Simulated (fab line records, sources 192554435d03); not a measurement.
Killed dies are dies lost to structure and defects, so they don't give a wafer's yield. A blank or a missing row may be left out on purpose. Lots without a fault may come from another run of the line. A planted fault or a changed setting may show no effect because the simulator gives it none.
Chamber matching | flow n5_finfet | N5_HKMG_FIN_ETCH_86 on rie_diel-03: 4 sister chambers
The step etches SOC in N2/H2, stops on TiN, target depth 393.2 nm. 4 wafers are shown with their chamber, then 9 later ones without.

WAFERS WITH THEIR CHAMBER
wafer  | chamber | showerhead_plenum_p_Torr (Torr)
L081.6 | 0       | 2.38
L083.6 | 2       | 2.52
L088.1 | 1       | 2.47
L088.5 | 3       | 2.45

WAFERS WITHOUT THEIR CHAMBER
wafer  | showerhead_plenum_p_Torr (Torr)
L090.1 | 2.51
L090.4 | 2.45
L090.5 | 2.45
L092.1 | 2.51
L092.4 | 2.45
L092.6 | 2.45
L097.3 | 2.51
L097.4 | 2.69
L097.6 | 2.44

WHICH CHAMBER EACH WENT THROUGH
wafer  | from the rows above               | in truth
L090.1 | can't be placed: 2 or 1 or 3      | 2
L090.4 | can't be placed: 3 or 1 or 2 or 0 | 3
L090.5 | can't be placed: 3 or 1 or 2 or 0 | 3
L092.1 | can't be placed: 2 or 1 or 3      | 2
L092.4 | can't be placed: 3 or 1 or 2 or 0 | 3
L092.6 | can't be placed: 3 or 1 or 2 or 0 | 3
L097.3 | can't be placed: 2 or 1 or 3      | 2
L097.4 | can't be placed: 2 or 1 or 3      | 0
L097.6 | can't be placed: 3 or 1 or 0 or 2 | 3
Placed correctly: 0 of 9. Can't be placed from these rows: 9 (the true chamber is among the candidates in 8). Placed wrongly: 0.
How it was worked out, from the rows above alone: a wafer's distance from a chamber is the root of the sum, over the readings, of the square of ((its reading less the chamber's mean) divided by the reading's scatter). The wafer belongs to the nearest chamber; if the next one is less than 2 further off, it can't be placed. A chamber's mean is the mean of its shown wafers. The scatter: with one shown wafer a chamber, the root of the mean of the squares of how far each hidden wafer lies from its nearest shown one.
